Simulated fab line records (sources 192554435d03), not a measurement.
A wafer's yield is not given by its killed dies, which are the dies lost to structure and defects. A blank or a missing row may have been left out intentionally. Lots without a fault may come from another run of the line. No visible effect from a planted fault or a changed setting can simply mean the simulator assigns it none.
The tool behind it: which one? / flow n5Finfet / 9 lots, 24 wafers sampled, at 7 steps of a route of 1938

WHAT THE GAUGES READ, wafer by wafer
N5_MOL_CONTACT_COAG_THK_MEAS_29. Usual: MD_CAP_THK 17.87 nm, standard deviation 0.087.
lot=L887; measured=day 5 14:21; on=filmMetro-01; MD_CAP_THK (nm)=17.91 17.80 17.66; flag=
lot=L896; measured=day 7 21:59; on=filmMetro-01; MD_CAP_THK (nm)=16.36 16.15; flag=OFF
lot=L898; measured=day 8 09:21; on=filmMetro-01; MD_CAP_THK (nm)=16.39 18.10; flag=OFF
lot=L899; measured=day 8 14:11; on=filmMetro-01; MD_CAP_THK (nm)=16.31 16.31; flag=OFF
lot=L900; measured=day 8 21:02; on=filmMetro-01; MD_CAP_THK (nm)=18.06 18.15 18.05; flag=
lot=L902; measured=day 9 06:12; on=filmMetro-02; MD_CAP_THK (nm)=17.78 17.85 17.85; flag=
lot=L903; measured=day 9 16:32; on=filmMetro-02; MD_CAP_THK (nm)=17.88 17.91 17.86; flag=
lot=L905; measured=day 10 05:46; on=filmMetro-01; MD_CAP_THK (nm)=17.90 17.87 17.91; flag=
lot=L907; measured=day 10 14:37; on=filmMetro-02; MD_CAP_THK (nm)=17.75 17.77 17.82; flag=

N5_BEOL_M4_RC_MEAS_101. Usual: DIBL_N 35.8 mV/V, standard deviation 1.8; DIBL_P 35.6 mV/V, standard deviation 2; IOFF_N 0.148 nA/um, standard deviation 0.028; IOFF_P 0.20 nA/um, standard deviation 0.034; ION_N 672 uA/um, standard deviation 12; ION_P 462 uA/um, standard deviation 8.5; SS_N 71.2 mV/dec, standard deviation 0.65; SS_P 73.1 mV/dec, standard deviation 0.67; VT_N 251 mV, standard deviation 3.3; VT_P -251 mV, standard deviation 3.8.
lot=L887; measured=day 8 00:16; on=prober-01; DIBL_N (mV/V)=35.3 34.6 35.5; DIBL_P (mV/V)=35.9 34.8 35.3; IOFF_N (nA/um)=0.161 0.154 0.159; IOFF_P (nA/um)=0.22 0.20 0.22; ION_N (uA/um)=685 675 682; ION_P (uA/um)=471 462 471; SS_N (mV/dec)=71.8 71.3 72.4; SS_P (mV/dec)=73.3 73.1 72.5; VT_N (mV)=252 250 252; VT_P (mV)=-248 -248 -248; flag=
lot=L896; measured=day 10 15:42; on=prober-01; DIBL_N (mV/V)=35.3 34.7; DIBL_P (mV/V)=35.3 34.5; IOFF_N (nA/um)=0.146 0.150; IOFF_P (nA/um)=0.18 0.18; ION_N (uA/um)=673 697; ION_P (uA/um)=456 468; SS_N (mV/dec)=71.5 70.6; SS_P (mV/dec)=72.5 72.7; VT_N (mV)=249 248; VT_P (mV)=-251 -251; flag=
lot=L898; measured=day 11 07:17; on=prober-02; DIBL_N (mV/V)=37.1 36.7; DIBL_P (mV/V)=34.5 35.2; IOFF_N (nA/um)=0.157 0.162; IOFF_P (nA/um)=0.23 0.25; ION_N (uA/um)=663 668; ION_P (uA/um)=457 468; SS_N (mV/dec)=72.2 72.6; SS_P (mV/dec)=73.5 73.2; VT_N (mV)=252 252; VT_P (mV)=-246 -243; flag=
lot=L899; measured=day 11 04:51; on=prober-01; DIBL_N (mV/V)=34.9 34.6; DIBL_P (mV/V)=35.3 34.7; IOFF_N (nA/um)=0.141 0.142; IOFF_P (nA/um)=0.21 0.21; ION_N (uA/um)=672 671; ION_P (uA/um)=466 473; SS_N (mV/dec)=71.2 70.9; SS_P (mV/dec)=72.7 72.8; VT_N (mV)=251 252; VT_P (mV)=-248 -251; flag=
lot=L900; measured=day 11 22:08; on=prober-02; DIBL_N (mV/V)=32.9 35.7 34.3; DIBL_P (mV/V)=33.5 35.7 34.1; IOFF_N (nA/um)=0.126 0.171 0.139; IOFF_P (nA/um)=0.21 0.24 0.22; ION_N (uA/um)=676 688 684; ION_P (uA/um)=472 475 471; SS_N (mV/dec)=70.3 71.7 71.1; SS_P (mV/dec)=73.4 74.5 73.3; VT_N (mV)=251 247 252; VT_P (mV)=-248 -245 -244; flag=
lot=L902; measured=day 12 00:12; on=prober-02; DIBL_N (mV/V)=38.4 32.6 36.1; DIBL_P (mV/V)=39.2 32.9 37.3; IOFF_N (nA/um)=0.153 0.076 0.117; IOFF_P (nA/um)=0.18 0.12 0.16; ION_N (uA/um)=669 626 662; ION_P (uA/um)=448 430 449; SS_N (mV/dec)=71.5 70.0 70.3; SS_P (mV/dec)=74.0 71.7 73.5; VT_N (mV)=255 266 259; VT_P (mV)=-254 -260 -257; flag=
lot=L903; measured=day 12 03:19; on=prober-01; DIBL_N (mV/V)=38.5 35.8 35.6; DIBL_P (mV/V)=39.8 34.5 36.1; IOFF_N (nA/um)=0.191 0.137 0.146; IOFF_P (nA/um)=0.25 0.17 0.18; ION_N (uA/um)=679 663 683; ION_P (uA/um)=463 454 466; SS_N (mV/dec)=72.1 71.6 71.5; SS_P (mV/dec)=73.7 73.0 73.1; VT_N (mV)=248 252 251; VT_P (mV)=-248 -252 -255; flag=
lot=L905; measured=day 12 19:14; on=prober-02; DIBL_N (mV/V)=36.4 39.3 37.4; DIBL_P (mV/V)=33.2 36.0 35.8; IOFF_N (nA/um)=0.145 0.208 0.170; IOFF_P (nA/um)=0.16 0.19 0.20; ION_N (uA/um)=671 659 685; ION_P (uA/um)=454 443 459; SS_N (mV/dec)=71.8 72.7 71.3; SS_P (mV/dec)=73.0 73.9 73.8; VT_N (mV)=253 249 249; VT_P (mV)=-257 -253 -250; flag=
lot=L907; measured=day 13 18:52; on=prober-02; DIBL_N (mV/V)=35.8 38.4 35.3; DIBL_P (mV/V)=35.0 37.4 33.1; IOFF_N (nA/um)=0.147 0.197 0.138; IOFF_P (nA/um)=0.19 0.24 0.18; ION_N (uA/um)=677 691 682; ION_P (uA/um)=463 478 464; SS_N (mV/dec)=71.3 71.6 71.0; SS_P (mV/dec)=72.4 72.5 71.9; VT_N (mV)=250 246 254; VT_P (mV)=-248 -247 -250; flag=

TOOL THAT RAN EACH LOT (tool first, then ch and the chambers of the sampled wafers, then the start)
lot=L887; N5_GATE_CUT_CMP_23=cmp-04 ch 0,3, day 5 03:46; N5_GATE_CUT_CMP_43=cmp-04 ch 1,2,3, day 5 04:14; N5_MOL_CONTACT_COAG_CMP_23=cmp-02 ch 0,1,2, day 5 10:08; N5_MOL_CONTACT_COAG_ETCHBACK_135=rieDiel-03 ch 0,1, day 5 15:53; N5_MOL_CONTACT_COAG_ETCH_47=rieDiel-03 ch 0,1, day 5 16:01
lot=L896; N5_GATE_CUT_CMP_23=cmp-04 ch 1,2, day 7 11:31; N5_GATE_CUT_CMP_43=cmp-04 ch 0,2, day 7 12:11; N5_MOL_CONTACT_COAG_CMP_23=cmp-01 ch 0,3, day 7 19:18; N5_MOL_CONTACT_COAG_ETCHBACK_135=rieDiel-05 ch 0,1, day 7 23:51; N5_MOL_CONTACT_COAG_ETCH_47=rieDiel-05 ch 0,1, day 7 23:59
lot=L898; N5_GATE_CUT_CMP_23=cmp-04 ch 2, day 7 22:22; N5_GATE_CUT_CMP_43=cmp-01 ch 0,1, day 7 22:52; N5_MOL_CONTACT_COAG_CMP_23=cmp-01 ch 1,2, day 8 06:14; N5_MOL_CONTACT_COAG_ETCHBACK_135=rieDiel-03 ch 0, day 8 14:10; N5_MOL_CONTACT_COAG_ETCH_47=rieDiel-03 ch 0, day 8 14:19
lot=L899; N5_GATE_CUT_CMP_23=cmp-03 ch 1,2, day 8 03:55; N5_GATE_CUT_CMP_43=cmp-01 ch 0,3, day 8 04:20; N5_MOL_CONTACT_COAG_CMP_23=cmp-01 ch 1,2, day 8 11:30; N5_MOL_CONTACT_COAG_ETCHBACK_135=rieDiel-03 ch 1,3, day 8 17:43; N5_MOL_CONTACT_COAG_ETCH_47=rieDiel-03 ch 1,3, day 8 17:52
lot=L900; N5_GATE_CUT_CMP_23=cmp-04 ch 0,3, day 8 11:58; N5_GATE_CUT_CMP_43=cmp-01 ch 1,2, day 8 12:16; N5_MOL_CONTACT_COAG_CMP_23=cmp-04 ch 1,2,3, day 8 18:10; N5_MOL_CONTACT_COAG_ETCHBACK_135=rieDiel-05 ch 0,1,2, day 8 23:26; N5_MOL_CONTACT_COAG_ETCH_47=rieDiel-05 ch 0,1,2, day 8 23:35
lot=L902; N5_GATE_CUT_CMP_23=cmp-04 ch 0,1,2, day 8 20:19; N5_GATE_CUT_CMP_43=cmp-03 ch 0,1,2, day 8 20:41; N5_MOL_CONTACT_COAG_CMP_23=cmp-04 ch 2,3, day 9 03:34; N5_MOL_CONTACT_COAG_ETCHBACK_135=rieDiel-05 ch 0,1,2, day 9 07:46; N5_MOL_CONTACT_COAG_ETCH_47=rieDiel-05 ch 0,1,2, day 9 07:55
lot=L903; N5_GATE_CUT_CMP_23=cmp-04 ch 1,2,3, day 9 03:50; N5_GATE_CUT_CMP_43=cmp-03 ch 0,1,2, day 9 04:12; N5_MOL_CONTACT_COAG_CMP_23=cmp-04 ch 1,2,3, day 9 13:46; N5_MOL_CONTACT_COAG_ETCHBACK_135=rieDiel-05 ch 0,1,3, day 9 18:13; N5_MOL_CONTACT_COAG_ETCH_47=rieDiel-05 ch 0,1,3, day 9 18:22
lot=L905; N5_GATE_CUT_CMP_23=cmp-04 ch 0,1,2, day 9 19:04; N5_GATE_CUT_CMP_43=cmp-01 ch 0,2,3, day 9 19:20; N5_MOL_CONTACT_COAG_CMP_23=cmp-02 ch 0,1,3, day 10 02:43; N5_MOL_CONTACT_COAG_ETCHBACK_135=rieDiel-03 ch 1,2,3, day 10 07:35; N5_MOL_CONTACT_COAG_ETCH_47=rieDiel-03 ch 1,2,3, day 10 07:43
lot=L907; N5_GATE_CUT_CMP_23=cmp-03 ch 1,2,3, day 10 04:28; N5_GATE_CUT_CMP_43=cmp-01 ch 0,1,3, day 10 04:48; N5_MOL_CONTACT_COAG_CMP_23=cmp-04 ch 1,2, day 10 11:23; N5_MOL_CONTACT_COAG_ETCHBACK_135=rieDiel-06 ch 1,2, day 10 16:58; N5_MOL_CONTACT_COAG_ETCH_47=rieDiel-06 ch 1,2, day 10 17:06
- N5_GATE_CUT_CMP_23: polishes, stops on SiO2, t overpolish 23.4 s, target thk 16 nm.
- N5_GATE_CUT_CMP_43: polishes SiO2.
- N5_MOL_CONTACT_COAG_CMP_23: polishes, stops on SiO2, t overpolish 1.5 s, target thk 0 nm.
- N5_MOL_CONTACT_COAG_ETCHBACK_135: etches SiO2 in CHF3, target depth 25 nm, time 16.7 s.
- N5_MOL_CONTACT_COAG_ETCH_47: etches SiNx in CH3F/O2, stops on W, target depth 27 nm.

AS READ BY THE TOOLS THEMSELVES (means over the sampled wafers that have a number; for cases with no such wafer, the mark the record gives instead)
N5_GATE_CUT_CMP_23. Usual: headPressurePsi 2.501 psi, standard deviation 0.0058; motorCurrentA 9.2 A, standard deviation 1; overpolishRunS 23.400 s, standard deviation 0.009; timeToEndpointS 19.2 s, standard deviation 2.2.
lot=L887; tool=cmp-04; headPressurePsi (psi)=2.499; motorCurrentA (A)=10.0; overpolishRunS (s)=23.398; timeToEndpointS (s)=22.8; flag=
lot=L896; tool=cmp-04; headPressurePsi (psi)=2.501; motorCurrentA (A)=8.8; overpolishRunS (s)=23.400; timeToEndpointS (s)=18.5; flag=
lot=L898; tool=cmp-04; headPressurePsi (psi)=2.498; motorCurrentA (A)=8.2; overpolishRunS (s)=23.388; timeToEndpointS (s)=23.0; flag=
lot=L899; tool=cmp-03; headPressurePsi (psi)=2.505; motorCurrentA (A)=8.1; overpolishRunS (s)=23.397; timeToEndpointS (s)=22.8; flag=
lot=L900; tool=cmp-04; headPressurePsi (psi)=2.500; motorCurrentA (A)=9.8; overpolishRunS (s)=23.400; timeToEndpointS (s)=17.9; flag=
lot=L902; tool=cmp-04; headPressurePsi (psi)=2.500; motorCurrentA (A)=8.6; overpolishRunS (s)=23.400; timeToEndpointS (s)=20.3; flag=
lot=L903; tool=cmp-04; headPressurePsi (psi)=2.501; motorCurrentA (A)=9.4; overpolishRunS (s)=23.394; timeToEndpointS (s)=19.3; flag=
lot=L905; tool=cmp-04; headPressurePsi (psi)=2.496; motorCurrentA (A)=8.8; overpolishRunS (s)=23.406; timeToEndpointS (s)=20.1; flag=
lot=L907; tool=cmp-03; headPressurePsi (psi)=2.504; motorCurrentA (A)=8.5; overpolishRunS (s)=23.396; timeToEndpointS (s)=18.0; flag=

N5_GATE_CUT_CMP_43. Usual: motorCurrentA at 12.1 A, with a standard deviation of 1.3.
lot=L887; tool=cmp-04; motorCurrentA (A)=12.7; flag=
lot=L896; tool=cmp-04; motorCurrentA (A)=11.4; flag=
lot=L898; tool=cmp-01; motorCurrentA (A)=11.8; flag=
lot=L899; tool=cmp-01; motorCurrentA (A)=13.4; flag=
lot=L900; tool=cmp-01; motorCurrentA (A)=11.4; flag=
lot=L902; tool=cmp-03; motorCurrentA (A)=11.0; flag=
lot=L903; tool=cmp-03; motorCurrentA (A)=11.0; flag=
lot=L905; tool=cmp-01; motorCurrentA (A)=12.5; flag=
lot=L907; tool=cmp-01; motorCurrentA (A)=12.6; flag=

N5_MOL_CONTACT_COAG_CMP_23. Usual: headPressurePsi 2.000 psi, standard deviation 0.0045; motorCurrentA 8.1 A, standard deviation 0.78; overpolishRunS 1.500 s, standard deviation 0.0095; timeToEndpointS 9.6 s, standard deviation 2.1.
lot=L887; tool=cmp-02; headPressurePsi (psi)=2.000; motorCurrentA (A)=7.9; overpolishRunS (s)=1.506; timeToEndpointS (s)=8.2; flag=
lot=L896; tool=cmp-01; headPressurePsi (psi)=1.993; motorCurrentA (A)=9.2; overpolishRunS (s)=1.504; timeToEndpointS (s)=6.4; flag=
lot=L898; tool=cmp-01; headPressurePsi (psi)=2.002; motorCurrentA (A)=7.6; overpolishRunS (s)=1.500; timeToEndpointS (s)=6.8; flag=
lot=L899; tool=cmp-01; headPressurePsi (psi)=2.001; motorCurrentA (A)=7.5; overpolishRunS (s)=1.513; timeToEndpointS (s)=5.2; flag=
lot=L900; tool=cmp-04; headPressurePsi (psi)=1.996; motorCurrentA (A)=8.6; overpolishRunS (s)=1.490; timeToEndpointS (s)=7.2; flag=
lot=L902; tool=cmp-04; headPressurePsi (psi)=2.003; motorCurrentA (A)=8.1; overpolishRunS (s)=1.496; timeToEndpointS (s)=11.4; flag=
lot=L903; tool=cmp-04; headPressurePsi (psi)=1.996; motorCurrentA (A)=8.2; overpolishRunS (s)=1.499; timeToEndpointS (s)=11.5; flag=
lot=L905; tool=cmp-02; headPressurePsi (psi)=2.002; motorCurrentA (A)=8.2; overpolishRunS (s)=1.499; timeToEndpointS (s)=9.1; flag=
lot=L907; tool=cmp-04; headPressurePsi (psi)=2.002; motorCurrentA (A)=7.6; overpolishRunS (s)=1.503; timeToEndpointS (s)=9.7; flag=

N5_MOL_CONTACT_COAG_ETCHBACK_135. Usual: drypumpMotorCurrentA 5.7 A, standard deviation 0.41; oesProductAu 0.78 a.u., standard deviation 0.084; rfVppV 526 V, standard deviation 10; showerheadPlenumPTorr 2.36 Torr, standard deviation 0.068; throttleValvePct 18.69 %, standard deviation 0.15.
lot=L887; tool=rieDiel-03; drypumpMotorCurrentA (A)=5.6; oesProductAu (a.u.)=0.73; rfVppV (V)=534; showerheadPlenumPTorr (Torr)=2.39; throttleValvePct (%)=18.93; flag=
lot=L896; tool=rieDiel-05; drypumpMotorCurrentA (A)=5.5; oesProductAu (a.u.)=0.72; rfVppV (V)=514; showerheadPlenumPTorr (Torr)=2.37; throttleValvePct (%)=18.79; flag=
lot=L898; tool=rieDiel-03; drypumpMotorCurrentA (A)=6.1; oesProductAu (a.u.)=0.81; rfVppV (V)=522; showerheadPlenumPTorr (Torr)=2.31; throttleValvePct (%)=18.76; flag=
lot=L899; tool=rieDiel-03; drypumpMotorCurrentA (A)=5.4; oesProductAu (a.u.)=0.92; rfVppV (V)=535; showerheadPlenumPTorr (Torr)=2.38; throttleValvePct (%)=18.65; flag=
lot=L900; tool=rieDiel-05; drypumpMotorCurrentA (A)=5.5; oesProductAu (a.u.)=0.73; rfVppV (V)=524; showerheadPlenumPTorr (Torr)=2.40; throttleValvePct (%)=18.68; flag=
lot=L902; tool=rieDiel-05; drypumpMotorCurrentA (A)=5.5; oesProductAu (a.u.)=0.73; rfVppV (V)=524; showerheadPlenumPTorr (Torr)=2.40; throttleValvePct (%)=18.69; flag=
lot=L903; tool=rieDiel-05; drypumpMotorCurrentA (A)=5.4; oesProductAu (a.u.)=0.78; rfVppV (V)=521; showerheadPlenumPTorr (Torr)=2.35; throttleValvePct (%)=18.82; flag=
lot=L905; tool=rieDiel-03; drypumpMotorCurrentA (A)=5.7; oesProductAu (a.u.)=0.83; rfVppV (V)=531; showerheadPlenumPTorr (Torr)=2.34; throttleValvePct (%)=18.70; flag=
lot=L907; tool=rieDiel-06; drypumpMotorCurrentA (A)=5.6; oesProductAu (a.u.)=0.86; rfVppV (V)=517; showerheadPlenumPTorr (Torr)=2.47; throttleValvePct (%)=18.41; flag=

N5_MOL_CONTACT_COAG_ETCH_47. Usual: drypumpMotorCurrentA 5.6 A, standard deviation 0.41; etchRfOnTimeS 30.9 s, standard deviation 0.58; oesProductAu 0.70 a.u., standard deviation 0.075; rfVppV 299 V, standard deviation 5.7; showerheadPlenumPTorr 1.98 Torr, standard deviation 0.06; throttleValvePct 16.32 %, standard deviation 0.15.
lot=L887; tool=rieDiel-03; drypumpMotorCurrentA (A)=5.5; etchRfOnTimeS (s)=30.5; oesProductAu (a.u.)=0.66; rfVppV (V)=304; showerheadPlenumPTorr (Torr)=2.02; throttleValvePct (%)=16.59; flag=
lot=L896; tool=rieDiel-05; drypumpMotorCurrentA (A)=5.5; etchRfOnTimeS (s)=28.5; oesProductAu (a.u.)=0.65; rfVppV (V)=292; showerheadPlenumPTorr (Torr)=1.98; throttleValvePct (%)=16.41; flag=OFF
lot=L898; tool=rieDiel-03; drypumpMotorCurrentA (A)=6.1; etchRfOnTimeS (s)=29.4; oesProductAu (a.u.)=0.72; rfVppV (V)=296; showerheadPlenumPTorr (Torr)=1.94; throttleValvePct (%)=16.39; flag=
lot=L899; tool=rieDiel-03; drypumpMotorCurrentA (A)=5.4; etchRfOnTimeS (s)=27.4; oesProductAu (a.u.)=0.83; rfVppV (V)=303; showerheadPlenumPTorr (Torr)=2.00; throttleValvePct (%)=16.24; flag=OFF
lot=L900; tool=rieDiel-05; drypumpMotorCurrentA (A)=5.5; etchRfOnTimeS (s)=31.1; oesProductAu (a.u.)=0.66; rfVppV (V)=298; showerheadPlenumPTorr (Torr)=2.02; throttleValvePct (%)=16.33; flag=
lot=L902; tool=rieDiel-05; drypumpMotorCurrentA (A)=5.5; etchRfOnTimeS (s)=31.2; oesProductAu (a.u.)=0.64; rfVppV (V)=298; showerheadPlenumPTorr (Torr)=2.02; throttleValvePct (%)=16.34; flag=
lot=L903; tool=rieDiel-05; drypumpMotorCurrentA (A)=5.4; etchRfOnTimeS (s)=30.7; oesProductAu (a.u.)=0.69; rfVppV (V)=295; showerheadPlenumPTorr (Torr)=1.97; throttleValvePct (%)=16.41; flag=
lot=L905; tool=rieDiel-03; drypumpMotorCurrentA (A)=5.7; etchRfOnTimeS (s)=30.8; oesProductAu (a.u.)=0.75; rfVppV (V)=301; showerheadPlenumPTorr (Torr)=1.97; throttleValvePct (%)=16.32; flag=
lot=L907; tool=rieDiel-06; drypumpMotorCurrentA (A)=5.6; etchRfOnTimeS (s)=31.4; oesProductAu (a.u.)=0.77; rfVppV (V)=293; showerheadPlenumPTorr (Torr)=2.08; throttleValvePct (%)=16.05; flag=

THE ANSWER, worked out from the rows above alone
Rule: take the mean of a lot's wafers that have a number; if it is more than 3 standard deviations from the usual mean, the lot is off. A lot without any number at a reading at which 4 lots or more have one is off too. All remaining lots with rows at the step are treated as sound. After the gauges, taken in route order, come the tools' own readings; for these a lot's mean is taken, as printed above. The first step at which some lot is off is used, and at that step the reading that is off furthest; a lot without a number counts as furthest.
Off: at N5_MOL_CONTACT_COAG_THK_MEAS_29 (MD_CAP_THK), L896, L898, L899.
If a tool, at a process step before that reading, ran all the lots that are off and no sound lot after the first of them, it fits. Gauges at N5_MOL_CONTACT_COAG_THK_MEAS_29: tried the same way as those tools. One candidate fits, namely cmp-01 at N5_MOL_CONTACT_COAG_CMP_23. It ran no sound lot before its first lot that is off in this sample, so the start can't be narrowed down.

WHAT HAD BEEN PUT IN BY THE SIMULATOR
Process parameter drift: cmp-01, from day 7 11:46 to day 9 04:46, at N5_MOL_CONTACT_COAG_CMP_23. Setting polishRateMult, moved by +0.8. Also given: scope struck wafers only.
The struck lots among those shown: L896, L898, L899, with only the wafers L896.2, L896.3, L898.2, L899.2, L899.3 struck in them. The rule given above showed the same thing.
